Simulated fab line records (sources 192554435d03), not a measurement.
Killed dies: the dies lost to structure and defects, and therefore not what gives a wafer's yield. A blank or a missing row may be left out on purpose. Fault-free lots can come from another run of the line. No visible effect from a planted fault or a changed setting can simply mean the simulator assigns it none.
Lot-split experiment + flow n5 finfet + 39 wafers read across 7 lots, on a route 1938 steps long

== THE SPLIT ITSELF ==
At N5_BEOL_M10_ILD_DEP_00 (deposits SiCOH lowk from DEMS/porogen, target thk 308.51 nm, time 58 s), the setting target thk a was moved away from the recipe's 3085.1 angstrom on 15 of the 39 wafers read, by -48.2% to +54.6%. The other wafers ran this setting at the recipe's value.

== BETWEEN THE SPLIT AND THE READING: the file shows 1 step in between ==
- N5_BEOL_M10_CURE_71: cures SiCOH lowk, time 240 s

== THE READING ==
M10_ILD_THK (nm), taken at N5_BEOL_M10_THK_MEAS_01. A value of 268 nm with a standard deviation of 4 nm is what fault-free wafers of this fab line usually give.

| wafer  | tool, chamber at the split | target thk a as run, angstrom | against the recipe | M10_ILD_THK, nm | against lot-mates on the recipe |
|--------|----------------------------|-------------------------------|--------------------|-----------------|---------------------------------|
| L077.1 | pecvd-01, 0                | 3085.1                        | recipe             | 258             | -                               |
| L077.2 | pecvd-01, 1                | 2069                          | -32.9%             | 178             | -88                             |
| L077.3 | pecvd-01, 2                | 2069                          | -32.9%             | 179             | -87                             |
| L077.4 | pecvd-01, 1                | 3085.1                        | recipe             | 270             | -                               |
| L077.5 | pecvd-01, 0                | 2069                          | -32.9%             | 174             | -92                             |
| L077.6 | pecvd-01, 2                | 3085.1                        | recipe             | 269             | -                               |
| L081.3 | pecvd-01, 0                | 3085.1                        | recipe             | 259             | -                               |
| L081.5 | pecvd-01, 0                | 3085.1                        | recipe             | 264             | -                               |
| L081.6 | pecvd-01, 2                | 3085.1                        | recipe             | 270             | -                               |
| L074.1 | pecvd-01, 1                | 3085.1                        | recipe             | 265             | -                               |
| L074.2 | pecvd-01, 2                | 4770                          | +54.6%             | 415             | +149                            |
| L074.3 | pecvd-01, 0                | 4770                          | +54.6%             | 408             | +142                            |
| L074.4 | pecvd-01, 1                | 4770                          | +54.6%             | 420             | +154                            |
| L074.5 | pecvd-01, 0                | 3085.1                        | recipe             | 265             | -                               |
| L074.6 | pecvd-01, 2                | 3085.1                        | recipe             | 268             | -                               |
| L085.1 | pecvd-03, 1,2              | 3085.1                        | recipe             | 268             | -                               |
| L085.2 | pecvd-03, 2                | 4608                          | +49.4%             | 400             | +131                            |
| L085.3 | pecvd-03, 0                | 4608                          | +49.4%             | 398             | +129                            |
| L085.4 | pecvd-03, 0                | 4608                          | +49.4%             | 407             | +138                            |
| L085.5 | pecvd-03, 1                | 3085.1                        | recipe             | 272             | -                               |
| L085.6 | pecvd-03, 1,2              | 3085.1                        | recipe             | 268             | -                               |
| L086.1 | pecvd-01, 2                | 1599                          | -48.2%             | 139             | -128                            |
| L086.2 | pecvd-01, 1                | 3085.1                        | recipe             | 268             | -                               |
| L086.3 | pecvd-01, 0                | 3085.1                        | recipe             | 262             | -                               |
| L086.4 | pecvd-01, 1                | 3085.1                        | recipe             | 270             | -                               |
| L086.5 | pecvd-01, 2                | 1599                          | -48.2%             | 139             | -128                            |
| L086.6 | pecvd-01, 0                | 1599                          | -48.2%             | 132             | -135                            |
| L087.1 | pecvd-04, 2                | 4626                          | +49.9%             | 407             | +136                            |
| L087.2 | pecvd-04, 0                | 3085.1                        | recipe             | 271             | -                               |
| L087.3 | pecvd-04, 1                | 4626                          | +49.9%             | 405             | +134                            |
| L087.4 | pecvd-04, 0                | 3085.1                        | recipe             | 273             | -                               |
| L087.5 | pecvd-04, 2                | 4626                          | +49.9%             | 414             | +143                            |
| L087.6 | pecvd-04, 1                | 3085.1                        | recipe             | 270             | -                               |
| L091.1 | pecvd-04, 0                | 3085.1                        | recipe             | 269             | -                               |
| L091.2 | pecvd-04, 2                | 3085.1                        | recipe             | 272             | -                               |
| L091.3 | pecvd-04, 1                | 3085.1                        | recipe             | 270             | -                               |
| L091.4 | pecvd-04, 1                | 3085.1                        | recipe             | 274             | -                               |
| L091.5 | pecvd-04, 0                | 3085.1                        | recipe             | 271             | -                               |
| L091.6 | pecvd-04, 2                | 3085.1                        | recipe             | 275             | -                               |
Where a row lists several chambers, the file gives one row for several wafers and doesn't say which wafer went through which chamber.

THE FIT
A straight line over all 39 wafers: M10_ILD_THK changes by +2.73 nm for each +1% of target thk a; r = +1.00; the points scatter about the line by 4.4 nm.
The same after taking each lot's own level away (the mean of its wafers on the recipe; 39 wafers): +2.71 nm for each +1%; r = +1.00; scatter 3.5 nm.
On that fit, the largest move of target thk a shifts the reading by 1.5e+02 nm.
Measured against the standard deviation above, the lots' own levels, which go from 264.3 to 271.8 nm, span 1.9 times it.
The two slopes are in agreement: the lot-to-lot level therefore moves the slope only a little.
Check: +148 nm against its lot-mates is what the line predicts for one of the wafers moved furthest among these (+54.6%) when that wafer is left out of the fit. It came out at +149 nm against them.

== THE WHOLE CHAIN: every reading that the file lists as answering this split, in the file's order ==
| step                    | what it does                                                           | reading                                                                                   | change (the file's fit)              | r (the file's) |
|-------------------------|------------------------------------------------------------------------|-------------------------------------------------------------------------------------------|--------------------------------------|----------------|
| N5_BEOL_M10_ILD_DEP_00  | deposits SiCOH lowk from DEMS/porogen, target thk 308.51 nm, time 58 s | SiCOH_lowk_of_BEOL_M10_ILD_DEP_00.thk nm (the simulator's own value, which no gauge read) | +3.05 nm for each +1% of the setting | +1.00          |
| N5_BEOL_M10_CURE_71     | cures SiCOH lowk, time 240 s                                           | SiCOH_lowk_of_BEOL_M10_ILD_DEP_00.thk nm (the simulator's own value, which no gauge read) | +2.71 nm for each +1% of the setting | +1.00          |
| N5_BEOL_M10_THK_MEAS_01 |                                                                        | M10_ILD_THK                                                                               | +2.71 for each +1% of the setting    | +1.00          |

== FILE'S OWN FIT ==
M10_ILD_THK changes by +2.71 nm for each +1% of target thk a, r = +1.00.
